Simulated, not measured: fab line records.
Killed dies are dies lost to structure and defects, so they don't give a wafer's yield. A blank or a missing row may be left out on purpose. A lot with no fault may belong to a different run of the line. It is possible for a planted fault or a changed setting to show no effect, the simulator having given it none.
Chamber matching    flow n5-finfet    rie-diel-05 running N5_FIN_SAQP_SPACER2_ETCHBACK_29: 4 sister chambers
The step etches SiO2 in CHF3/O2, target depth 12.2 nm, time 6.1 s. 4 wafers are shown with their chamber, then 8 later ones without.

== WAFERS, EACH WITH ITS CHAMBER ==
wafer   chamber  showerhead-plenum-p-Torr (Torr)
L080.2  3        2.39
L087.1  2        2.21
L087.3  1        2.50
L088.1  0        2.49

== WAFERS MISSING THEIR CHAMBER ==
wafer   showerhead-plenum-p-Torr (Torr)
L088.2  2.21
L088.3  2.50
L091.3  2.49
L091.4  2.21
L091.6  2.50
L096.2  2.49
L096.3  2.38
L096.5  2.21

== THE CHAMBER EACH PASSED THROUGH ==
wafer   from the rows above  in truth
L088.2  2                    2
L088.3  1                    1
L091.3  0                    0
L091.4  2                    2
L091.6  1                    1
L096.2  0                    0
L096.3  3                    3
L096.5  2                    2
Placed correctly: 8 of 8. From these rows, 0 cannot be placed. Placed wrongly: 0.
How it was worked out, from the rows above alone: a wafer's distance from a chamber is the root of the sum, over the readings, of the square of ((its reading less the chamber's mean) divided by the reading's scatter). The wafer belongs to the nearest chamber; if the next one is less than 2 further off, it can't be placed. Each chamber's mean is taken over the wafers shown for it. The scatter: root of mean squared gap, hidden wafer to nearest shown wafer, with one shown wafer a chamber.
